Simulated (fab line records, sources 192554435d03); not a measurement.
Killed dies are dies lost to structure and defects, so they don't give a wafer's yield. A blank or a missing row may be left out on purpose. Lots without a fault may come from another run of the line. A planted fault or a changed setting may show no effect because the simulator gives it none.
One fault seen from 3 desks | flow n5_finfet | each desk has only its own numbers; what lay behind them comes last

THE DEFECT DESK
What the inspections along the route counted, lot by lot: means of the sampled wafers that have a number. A lot is out of limits, marked OUT, if its mean lies more than 4 standard deviations from the usual mean; the brackets give that distance.
Columns: A = raw_defect_count at N5_WELL_APT_INSPECT_27, usual 1.9
lot  | first seen here | A
L345 | day 2 15:03     | 2.0
L346 | day 2 21:08     | 2.0
L347 | day 3 02:48     | 2.0
L349 | day 3 14:59     | 1.3
L353 | day 4 14:56     | 1.7
L356 | day 5 09:41     | 2.7
L359 | day 6 03:04     | 3.0
L360 | day 6 09:53     | 2.0
L361 | day 6 15:10     | 1.0
L362 | day 6 21:41     | 1.3
This desk's finding: nothing out of limits on any of the 10 lots.

THE METROLOGY DESK
What the gauges read, lot by lot, whatever tool the lot ran on: means of the sampled wafers that have a number. A lot is out of limits, marked OUT, if its mean lies more than 4 standard deviations from the usual mean; the brackets give that distance. Of its 12 readings 7 are shown: the one that was out of limits first, and those that lie furthest out on some lot.
Columns: A = IOFF_N at N5_BEOL_M4_RC_MEAS_101, usual 0.161 nA/um; B = IOFF_P at N5_BEOL_M4_RC_MEAS_101, usual 0.209 nA/um; C = RS_NWELL at N5_BEOL_M4_RC_MEAS_101, usual 1037 ohm/sq; D = SS_N at N5_BEOL_M4_RC_MEAS_101, usual 71.5 mV/dec; E = SS_P at N5_BEOL_M4_RC_MEAS_101, usual 73.2 mV/dec; F = VT_N at N5_BEOL_M4_RC_MEAS_101, usual 249.1 mV; G = VT_P at N5_BEOL_M4_RC_MEAS_101, usual -249.9 mV
lot  | first seen here | A     | B     | C               | D    | E    | F     | G
L345 | day 2 15:00     | 0.128 | 0.172 | 1031            | 70.3 | 72.5 | 252.2 | -255.1
L346 | day 2 21:05     | 0.181 | 0.258 | 1035            | 71.6 | 73.3 | 247.0 | -244.9
L347 | day 3 02:45     | 0.181 | 0.227 | 1033            | 71.6 | 73.8 | 248.6 | -248.4
L349 | day 3 14:56     | 0.163 | 0.209 | 1035            | 71.6 | 72.9 | 249.1 | -249.6
L353 | day 4 14:53     | 0.157 | 0.241 | 1039            | 71.2 | 72.9 | 247.0 | -244.3
L356 | day 5 09:38     | 0.149 | 0.192 | 1031            | 71.6 | 72.8 | 249.8 | -251.6
L359 | day 6 03:01     | 0.183 | 0.230 | 1085 (+7.0) OUT | 72.0 | 73.5 | 248.8 | -248.5
L360 | day 6 09:50     | 0.157 | 0.204 | 1033            | 71.3 | 72.6 | 249.6 | -248.5
L361 | day 6 15:07     | 0.188 | 0.226 | 1093 (+8.2) OUT | 72.0 | 72.9 | 248.0 | -249.1
L362 | day 6 21:38     | 0.130 | 0.209 | 1084 (+6.8) OUT | 71.5 | 73.2 | 254.5 | -250.7
This desk's finding: out of limits on L359, L361, L362; first on L359, day 12 11:00 (RS_NWELL at N5_BEOL_M4_RC_MEAS_101). In limits: L345, L346, L347, L349, L353, L356, L360.

THE TOOL OWNER'S DESK: implanter-01
The tool's own readings at N5_WELL_APT_IMPLANT_14: means of the sampled wafers that have a number, for each lot that ran on this tool. A lot is out of limits, marked OUT, if its mean lies more than 4 standard deviations from the usual mean; the brackets give that distance.
Columns: A = dose_ions_cm2 at N5_WELL_APT_IMPLANT_14, usual 1.4999e+13; B = faraday_current_uA at N5_WELL_APT_IMPLANT_14, usual 190
lot  | first seen here | A                    | B
L345 | day 2 14:00     | 1.5006e+13           | 187
L347 | day 3 01:49     | 1.4998e+13           | 189
L353 | day 4 14:02     | 1.5000e+13           | 190
L356 | day 5 08:42     | 1.5016e+13           | 193
L359 | day 6 01:59     | 1.3932e+13 (-67) OUT | 178
L361 | day 6 14:02     | 1.3923e+13 (-67) OUT | 179
L362 | day 6 20:36     | 1.3915e+13 (-68) OUT | 178
This desk's finding: out of limits on L359, L361, L362; first on L359, day 6 01:59 (dose_ions_cm2 at N5_WELL_APT_IMPLANT_14). In limits: L345, L347, L353, L356.

PUT TOGETHER
The tool owner's desk could have raised an alarm at day 6 01:59, on L359, L361, L362.
The metrology desk could have raised an alarm at day 12 11:00, on L359, L361, L362.
The defect desk saw nothing out of limits.
The defect desk has L359, L361, L362 on record, within its limits.
Of the lots named, all ran N5_WELL_APT_IMPLANT_14 on implanter-01.

WHAT THE SIMULATOR HAD PUT IN
Process parameter drift: implanter-01, from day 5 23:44 on, at N5_WELL_APT_IMPLANT_14. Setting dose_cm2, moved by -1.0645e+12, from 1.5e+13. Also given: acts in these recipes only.
Lots struck among those shown: L359, L361, L362.
Hours from the fault's start to each desk's first reading out of limits: the tool owner's desk, 2; the metrology desk, 155.
